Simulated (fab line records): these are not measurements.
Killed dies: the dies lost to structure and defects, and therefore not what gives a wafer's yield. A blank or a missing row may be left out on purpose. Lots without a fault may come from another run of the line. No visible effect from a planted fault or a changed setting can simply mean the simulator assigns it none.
Which tool is to blame? / flow n5 finfet / 30 wafers sampled from 10 lots at 1 step of a route of 1938

== WHAT THE GAUGES SHOWED, per wafer ==
N5_BEOL_M4_RC_MEAS_101. Usual: DIBL_N 36.4 mV/V, standard deviation 1.5; DIBL_P 36.6 mV/V, standard deviation 1.9; IOFF_N 0.155 nA/um, standard deviation 0.021; IOFF_P 0.211 nA/um, standard deviation 0.028; ION_N 671 uA/um, standard deviation 8.6; ION_P 462 uA/um, standard deviation 5.8; SS_N 71.5 mV/dec, standard deviation 0.5; SS_P 73.4 mV/dec, standard deviation 0.58; VT_N 250.1 mV, standard deviation 2.4; VT_P -250.1 mV, standard deviation 3.
lot=L657; measured=day 8 10:45; on=prober-01; DIBL_N (mV/V)=36.4 36.8 36.8; DIBL_P (mV/V)=37.3 37.6 38.0; IOFF_N (nA/um)=0.155 0.159 0.158; IOFF_P (nA/um)=0.241 0.256 0.251; ION_N (uA/um)=671 664 675; ION_P (uA/um)=472 466 469; SS_N (mV/dec)=71.1 70.7 71.4; SS_P (mV/dec)=73.9 73.5 74.1; VT_N (mV)=248.2 248.4 250.2; VT_P (mV)=-247.0 -247.3 -246.1; flag=
lot=L661; measured=day 9 15:51; on=prober-02; DIBL_N (mV/V)=36.5 34.8 36.1; DIBL_P (mV/V)=36.7 33.9 36.1; IOFF_N (nA/um)=0.155 0.126 0.144; IOFF_P (nA/um)=0.208 0.179 0.205; ION_N (uA/um)=673 664 669; ION_P (uA/um)=460 459 462; SS_N (mV/dec)=71.6 71.2 71.3; SS_P (mV/dec)=73.4 72.0 73.7; VT_N (mV)=250.9 250.4 252.1; VT_P (mV)=-250.0 -253.1 -252.4; flag=
lot=L665; measured=day 10 14:41; on=prober-02; DIBL_N (mV/V)=35.1 34.4 33.7; DIBL_P (mV/V)=37.2 36.2 35.3; IOFF_N (nA/um)=0.155 0.144 0.133; IOFF_P (nA/um)=0.237 0.221 0.204; ION_N (uA/um)=672 669 662; ION_P (uA/um)=468 458 461; SS_N (mV/dec)=71.5 71.2 71.7; SS_P (mV/dec)=73.1 73.0 72.8; VT_N (mV)=249.5 250.6 252.6; VT_P (mV)=-246.7 -246.5 -252.6; flag=
lot=L666; measured=day 10 21:17; on=prober-02; DIBL_N (mV/V)=38.7 37.9 35.8; DIBL_P (mV/V)=38.5 37.2 34.8; IOFF_N (nA/um)=0.179 0.162 0.128; IOFF_P (nA/um)=0.225 0.197 0.170; ION_N (uA/um)=667 675 660; ION_P (uA/um)=459 458 449; SS_N (mV/dec)=71.6 72.3 71.3; SS_P (mV/dec)=74.1 73.1 73.0; VT_N (mV)=249.6 250.2 255.4; VT_P (mV)=-251.0 -252.6 -253.6; flag=
lot=L669; measured=day 11 04:29; on=prober-02; DIBL_N (mV/V)=36.9 36.0 34.8; DIBL_P (mV/V)=36.7 35.0 33.6; IOFF_N (nA/um)=0.175 0.158 0.136; IOFF_P (nA/um)=0.236 0.202 0.183; ION_N (uA/um)=675 670 655; ION_P (uA/um)=459 460 455; SS_N (mV/dec)=70.7 71.4 71.3; SS_P (mV/dec)=73.8 73.5 72.8; VT_N (mV)=246.6 248.5 252.5; VT_P (mV)=-248.5 -249.7 -252.3; flag=
lot=L668; measured=day 11 04:31; on=prober-01; DIBL_N (mV/V)=36.8 36.4 37.2; DIBL_P (mV/V)=35.7 34.3 35.9; IOFF_N (nA/um)=0.153 0.132 0.162; IOFF_P (nA/um)=0.200 0.178 0.203; ION_N (uA/um)=669 669 672; ION_P (uA/um)=461 457 461; SS_N (mV/dec)=71.3 71.5 72.4; SS_P (mV/dec)=73.3 72.7 72.8; VT_N (mV)=250.2 254.0 247.5; VT_P (mV)=-250.9 -251.9 -250.6; flag=
lot=L671; measured=day 12 09:46; on=prober-01; DIBL_N (mV/V)=37.7 37.2 38.2; DIBL_P (mV/V)=37.4 37.2 38.3; IOFF_N (nA/um)=0.158 0.149 0.169; IOFF_P (nA/um)=0.238 0.240 0.260; ION_N (uA/um)=669 665 671; ION_P (uA/um)=463 462 471; SS_N (mV/dec)=72.0 71.5 71.9; SS_P (mV/dec)=73.7 73.4 73.4; VT_N (mV)=249.9 249.9 249.4; VT_P (mV)=-249.9 -250.2 -246.3; flag=
lot=L677; measured=day 13 09:25; on=prober-01; DIBL_N (mV/V)=32.6 34.9 34.2; DIBL_P (mV/V)=33.7 35.5 34.8; IOFF_N (nA/um)=0.128 0.152 0.143; IOFF_P (nA/um)=0.168 0.209 0.188; ION_N (uA/um)=670 677 679; ION_P (uA/um)=469 471 467; SS_N (mV/dec)=71.4 71.3 71.7; SS_P (mV/dec)=72.8 73.7 73.1; VT_N (mV)=252.5 249.9 251.6; VT_P (mV)=-250.6 -246.6 -253.1; flag=
lot=L676; measured=day 13 15:49; on=prober-01; DIBL_N (mV/V)=39.8 39.0 38.5; DIBL_P (mV/V)=41.7 41.0 39.3; IOFF_N (nA/um)=0.233 0.208 0.171; IOFF_P (nA/um)=0.282 0.272 0.232; ION_N (uA/um)=702 686 672; ION_P (uA/um)=480 467 463; SS_N (mV/dec)=72.2 72.0 71.9; SS_P (mV/dec)=74.6 74.7 73.8; VT_N (mV)=243.9 247.7 251.6; VT_P (mV)=-246.3 -247.1 -249.3; flag=
lot=L678; measured=day 13 20:34; on=prober-02; DIBL_N (mV/V)=37.5 36.8 38.2; DIBL_P (mV/V)=37.3 37.3 38.1; IOFF_N (nA/um)=0.160 0.155 0.175; IOFF_P (nA/um)=0.168 0.173 0.183; ION_N (uA/um)=675 675 691; ION_P (uA/um)=452 458 461; SS_N (mV/dec)=72.1 70.9 71.8; SS_P (mV/dec)=73.6 73.6 73.1; VT_N (mV)=248.8 248.2 247.3; VT_P (mV)=-257.4 -256.5 -256.1; flag=

== EACH LOT AND THE TOOL THAT RAN IT (in order: tool; ch and the chambers of the sampled wafers; start) ==
There is no process step in the record ahead of these readings.

== WHAT THE TOOLS THEMSELVES READ (means of the sampled wafers that have a number; where no wafer has one, the mark that the record gives instead) ==
The record holds no such reading with a usual standard deviation.

== THE ANSWER, worked out from the rows above alone ==
Rule: take the mean of a lot's wafers that have a number; if it is more than 3 standard deviations from the usual mean, the lot is off. A lot without any number at a reading at which 4 lots or more have one is off too. Where the step has rows for the other lots, those lots are counted as sound. The gauges are gone through in route order, then the tools' own readings, and for those a lot's mean is taken as printed above. At the first step where some lot is off, the reading lying furthest off is the one used; lots without a number count as furthest.
No lot is off at any reading shown: from this, nothing can be told.

== WHAT HAD BEEN PUT IN BY THE SIMULATOR ==
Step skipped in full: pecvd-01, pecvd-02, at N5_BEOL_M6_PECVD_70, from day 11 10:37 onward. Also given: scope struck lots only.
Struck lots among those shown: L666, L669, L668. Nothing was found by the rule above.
